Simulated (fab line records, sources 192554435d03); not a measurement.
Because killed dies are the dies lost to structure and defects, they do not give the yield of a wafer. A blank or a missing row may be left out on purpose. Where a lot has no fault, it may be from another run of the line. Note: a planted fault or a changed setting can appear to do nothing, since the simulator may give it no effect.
Split-lot study	flow n5Finfet	on a route of 1938 steps: 7 lots, 33 wafers read

THE SPLIT
At N5_BEOL_M6_TRENCH_ETCH_37 (etches SiCOH lowk in C4F6/O2, target depth 94.435 nm, time 31.5 s), the setting targetDepthA was moved away from the recipe's 944.35 angstrom on 16 of the 33 wafers read, by -48.2% to +47.2%. All remaining wafers had this setting at the recipe value.

FROM THE SPLIT TO THE READING: what the file shows between them, 8 steps
- N5_BEOL_M6_ETCH_41: etches SiCN in CH3F/O2, target depth 29.7 nm, time 52 s
- N5_BEOL_M6_STRIP_80: strips in N2/H2, time 10 s
- N5_BEOL_M6_ECD_50: material Cu, target thk 300 nm
- N5_BEOL_M6_ANNEAL_51: time 90 s
- N5_BEOL_M6_CMP_52: polishes, stops on SiCOH lowk, t overpolish 6.9 s, target thk 80 nm
- N5_BEOL_M6_THK_MEAS_53: measures by xrf
- N5_BEOL_M6_PRE_CLEAN_55: time 15 s
- N5_BEOL_M6_DEP_56: deposits SiCN from 3MS/NH3, target thk 10 nm, time 17.5 s

THE READING
Measured at N5_BEOL_M6_RS_MEAS_57 by four-point probe: M6_RS, in ohm/sq. A value of 0.291 ohm/sq with a standard deviation of 0.01 ohm/sq is what fault-free wafers of this fab line usually give.

wafer	tool, chamber at the split	targetDepthA as run, angstrom	against the recipe	M6_RS, ohm/sq	against lot-mates on the recipe
L074.1	rieDiel-04, 3	944.35	recipe	0.287	-
L074.2	rieDiel-04, 0	944.35	recipe	0.310	-
L074.3	rieDiel-04, 1	944.35	recipe	0.298	-
L074.4	rieDiel-04, 2	775.7	-17.9%	0.379	+0.081
L074.5	rieDiel-04, 2	775.7	-17.9%	0.368	+0.070
L074.6	rieDiel-04, 3	775.7	-17.9%	0.409	+0.111
L078.1	rieDiel-06, 1	944.35	recipe	0.277	-
L078.2	rieDiel-06, 2	659.1	-30.2%	0.480	+0.201
L078.3	rieDiel-06, 0	659.1	-30.2%	0.490	+0.211
L078.4	rieDiel-06, 3	944.35	recipe	0.279	-
L078.5	rieDiel-06, 1	944.35	recipe	0.281	-
L078.6	rieDiel-06, 0	659.1	-30.2%	0.495	+0.216
L082.2	rieDiel-05, 2	944.35	recipe	0.302	-
L082.4	rieDiel-05, 3	944.35	recipe	0.309	-
L082.5	rieDiel-05, 1	944.35	recipe	0.300	-
L087.1	rieDiel-05, 1	1390	+47.2%	0.173	-0.113
L087.2	rieDiel-05, 3	944.35	recipe	0.286	-
L087.4	rieDiel-05, 0	1390	+47.2%	0.167	-0.119
L091.1	rieDiel-05, 0	944.35	recipe	0.278	-
L091.2	rieDiel-05, 2	614.5	-34.9%	0.584	+0.293
L091.3	rieDiel-05, 1	944.35	recipe	0.294	-
L091.4	rieDiel-05, 3	614.5	-34.9%	0.569	+0.278
L091.5	rieDiel-05, 3	614.5	-34.9%	0.576	+0.285
L091.6	rieDiel-05, 2	944.35	recipe	0.300	-
L093.3	rieDiel-06, 0	764.1	-19.1%	0.409	+0.127
L093.5	rieDiel-06, 3	944.35	recipe	0.282	-
L093.6	rieDiel-06, 0	764.1	-19.1%	0.405	+0.123
L095.1	rieDiel-05, 3	489.1	-48.2%	0.922	+0.633
L095.2	rieDiel-05, 1	944.35	recipe	0.296	-
L095.3	rieDiel-05, 2	489.1	-48.2%	0.882	+0.593
L095.4	rieDiel-05, 0	944.35	recipe	0.293	-
L095.5	rieDiel-05, 1	489.1	-48.2%	0.842	+0.553
L095.6	rieDiel-05, 0	944.35	recipe	0.278	-

FIT RESULTS
A straight line over all 33 wafers: M6_RS changes by -0.00737 ohm/sq for each +1% of targetDepthA; r = -0.88; the points scatter about the line by 0.091 ohm/sq.
The same after taking each lot's own level away (the mean of its wafers on the recipe; 33 wafers): -0.0074 ohm/sq for each +1%; r = -0.88; scatter 0.091 ohm/sq.
On that fit, the largest move of targetDepthA shifts the reading by 0.36 ohm/sq.
Across the lots, their own levels run from 0.2790 to 0.3037 ohm/sq, a range of 2.5 times the standard deviation given above.
Consequently the slope shifts little with the lot-to-lot level, the two slopes agreeing.
Check: with one of the wafers moved furthest among these (-48.2%) left out of the fit, the line predicts +0.355 ohm/sq for it against its lot-mates. It came out at +0.633 ohm/sq against them.

FURTHER SPLITS ON THESE WAFERS
Before the reading, these wafers also passed through other splits. Each is held against what the fit with the lots' levels taken away leaves over:
other split on the same wafers	wafers away from the commonest value	r with M6_RS (lot level and that fit taken away)
N5_BEOL_M1_HM_DEP_02 targetThkA	15	+0.46
N5_BEOL_M2_DESCUM_16 timeS	8	+0.28
N5_BEOL_M4_PECVD_72 timeS	8	+0.14
N5_BEOL_M6_ETCH_62 timeS	6	+0.01

THE WHOLE CHAIN: every reading that the file lists as answering this split, in the file's order
step	what it does	reading	change (the file's fit)	r (the file's)
N5_BEOL_M6_TRENCH_ETCH_37	etches SiCOH lowk in C4F6/O2, target depth 94.435 nm, time 31.5 s	etch.depthNm (the simulator's own value, which no gauge read)	+0.981 nm for each +1% of the setting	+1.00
N5_BEOL_M6_TRENCH_ETCH_37	etches SiCOH lowk in C4F6/O2, target depth 94.435 nm, time 31.5 s	BEOL_M6.featureDepthNm (the simulator's own value, which no gauge read)	+0.98 nm for each +1% of the setting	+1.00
N5_BEOL_M6_TRENCH_ETCH_37	etches SiCOH lowk in C4F6/O2, target depth 94.435 nm, time 31.5 s	TiN_of_BEOL_M6_HM_DEP_02.thkNm (the simulator's own value, which no gauge read)	-0.0305 nm for each +1% of the setting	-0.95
N5_BEOL_M6_CMP_52	polishes, stops on SiCOH lowk, t overpolish 6.9 s, target thk 80 nm	Cu_of_BEOL_M6_ECD_50.thkNm (the simulator's own value, which no gauge read)	+0.986 nm for each +1% of the setting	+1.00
N5_BEOL_M6_THK_MEAS_53	measures by xrf	M6_THK	+0.97 for each +1% of the setting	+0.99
N5_BEOL_M6_RS_MEAS_57	measures by four-point-probe	M6_RS	-0.00843 for each +1% of the setting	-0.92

FILE'S OWN FIT
M6_RS changes by -0.00843 ohm/sq for each +1% of targetDepthA, r = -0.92.
